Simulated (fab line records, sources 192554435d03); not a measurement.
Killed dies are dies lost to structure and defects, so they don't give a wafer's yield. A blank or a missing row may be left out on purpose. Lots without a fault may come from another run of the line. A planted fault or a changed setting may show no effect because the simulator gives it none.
One fault seen from 2 desks | flow n5_finfet | each desk has only its own numbers; what lay behind them comes last

THE METROLOGY DESK
What the gauges read, lot by lot, whatever tool the lot ran on: means of the sampled wafers that have a number. A lot is out of limits, marked OUT, if its mean lies more than 4 standard deviations from the usual mean; the brackets give that distance. Of its 10 readings 7 are shown: those that lie furthest out on some lot.
Columns: A = DIBL_N at N5_BEOL_M4_RC_MEAS_101, usual 35.9 mV/V; B = DIBL_P at N5_BEOL_M4_RC_MEAS_101, usual 35.9 mV/V; C = IOFF_N at N5_BEOL_M4_RC_MEAS_101, usual 0.156 nA/um; D = IOFF_P at N5_BEOL_M4_RC_MEAS_101, usual 0.205 nA/um; E = ION_P at N5_BEOL_M4_RC_MEAS_101, usual 463 uA/um; F = SS_P at N5_BEOL_M4_RC_MEAS_101, usual 73.1 mV/dec; G = VT_P at N5_BEOL_M4_RC_MEAS_101, usual -250.2 mV
lot  | first seen here | A    | B    | C     | D     | E   | F    | G
L406 | day 9 13:36     | 35.8 | 36.5 | 0.149 | 0.236 | 471 | 72.7 | -246.4
L412 | day 10 19:54    | 36.5 | 35.9 | 0.164 | 0.235 | 469 | 73.0 | -247.2
L413 | day 11 16:08    | 35.0 | 34.4 | 0.156 | 0.188 | 461 | 72.7 | -251.0
L415 | day 11 22:10    | 35.5 | 35.3 | 0.154 | 0.198 | 462 | 73.2 | -250.8
L416 | day 12 08:43    | 36.9 | 36.3 | 0.154 | 0.232 | 471 | 73.2 | -246.5
L420 | day 13 05:27    | 38.2 | 37.9 | 0.173 | 0.223 | 461 | 74.1 | -248.9
L422 | day 13 10:26    | 38.1 | 37.4 | 0.185 | 0.217 | 462 | 73.8 | -250.7
L421 | day 14 02:27    | 35.3 | 34.0 | 0.128 | 0.186 | 466 | 72.9 | -249.9
This desk's finding: nothing out of limits on any of the 8 lots.

THE TOOL OWNER'S DESK: rie_diel-06
The tool's own readings at N5_BEOL_M3_TRENCH_ETCH_37 (etches SiOC in C4F6/O2, target depth 55.555 nm, time 29.2 s): means of the sampled wafers that have a number, for each lot that ran on this tool. A lot is out of limits, marked OUT, if its mean lies more than 4 standard deviations from the usual mean; the brackets give that distance.
Columns: A = C4F6_flow_sccm at N5_BEOL_M3_TRENCH_ETCH_37, usual 9.999 sccm; B = bias_w at N5_BEOL_M3_TRENCH_ETCH_37, usual 185.0 W; C = drypump_motor_current_A at N5_BEOL_M3_TRENCH_ETCH_37, usual 5.6 A; D = oes_product_au at N5_BEOL_M3_TRENCH_ETCH_37, usual 0.81 a.u.; E = rf_vpp_V at N5_BEOL_M3_TRENCH_ETCH_37, usual 663 V; F = showerhead_plenum_p_Torr at N5_BEOL_M3_TRENCH_ETCH_37, usual 2.81 Torr; G = throttle_valve_pct at N5_BEOL_M3_TRENCH_ETCH_37, usual 20.73 %
lot  | first seen here | A      | B                | C   | D    | E   | F    | G
L406 | day 8 23:44     | 10.010 | 185.3            | 5.8 | 0.82 | 662 | 2.79 | 20.58
L412 | day 10 05:26    | 10.001 | 188.9 (+7.2) OUT | 5.8 | 0.82 | 672 | 2.79 | 20.61
L413 | day 10 15:11    | 10.012 | 189.6 (+8.3) OUT | 5.8 | 0.82 | 673 | 2.78 | 20.60
This desk's finding: out of limits on L412, L413; first on L412, day 10 05:26 (bias_w at N5_BEOL_M3_TRENCH_ETCH_37). In limits: L406.

PUT TOGETHER
The tool owner's desk could have raised an alarm at day 10 05:26, on L412, L413.
The metrology desk saw nothing out of limits.
The metrology desk has L412, L413 on record, within its limits.
Of the lots named, all ran N5_BEOL_M3_TRENCH_ETCH_37 on rie_diel-06.

WHAT THE SIMULATOR HAD PUT IN
Process parameter drift: rie_diel-06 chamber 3, from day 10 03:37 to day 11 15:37, at N5_BEOL_M3_TRENCH_ETCH_37. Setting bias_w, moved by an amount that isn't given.
Lots struck among those shown: L412, L413.
Hours from the fault's start to each desk's first reading out of limits: the tool owner's desk, 2.
